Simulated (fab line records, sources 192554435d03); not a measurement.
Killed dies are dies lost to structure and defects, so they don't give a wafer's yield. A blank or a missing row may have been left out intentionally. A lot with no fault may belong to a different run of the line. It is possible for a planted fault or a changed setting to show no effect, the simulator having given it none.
Matching of chambers    flow n5Finfet    3 sister chambers for N5_BEOL_M1_PRE_CLEAN_60 on cvdCo-02
The step time 15 s. 6 wafers are shown with their chamber, then 12 later ones without.

## WAFERS PAIRED WITH THEIR CHAMBERS
wafer   chamber  heaterPowerW (W)
L088.1  1        80
L088.2  0        110
L088.3  2        75
L088.4  2        76
L088.5  0        111
L088.6  1        79

## WAFERS WITH NO CHAMBER GIVEN
wafer   heaterPowerW (W)
L092.1  114
L092.2  81
L092.4  109
L094.3  81
L094.4  77
L094.6  81
L096.1  75
L096.2  80
L096.3  110
L096.4  78
L096.5  109
L096.6  80

## EACH ONE'S CHAMBER
wafer   from the rows above      in truth
L092.1  0                        0
L092.2  1                        1
L092.4  0                        0
L094.3  1                        1
L094.4  can't be placed: 2 or 1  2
L094.6  1                        1
L096.1  2                        2
L096.2  1                        1
L096.3  0                        0
L096.4  can't be placed: 1 or 2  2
L096.5  0                        0
L096.6  1                        1
Correctly placed: 10 of 12. Cannot be placed on the basis of these rows: 2; the candidates contain the true chamber in 2. Number placed wrongly: 0.
How it was worked out, from the rows above alone: a wafer's distance from a chamber is the root of the sum, over the readings, of the square of ((its reading less the chamber's mean) divided by the reading's scatter). If the next closest chamber is less than 2 further off than the closest, the wafer can't be placed; otherwise it belongs to the closest. The mean given for a chamber averages the wafers shown for that chamber. The scatter: the root of (the sum of the squares of (reading less its chamber's mean) over the shown wafers, divided by (wafers less chambers)).
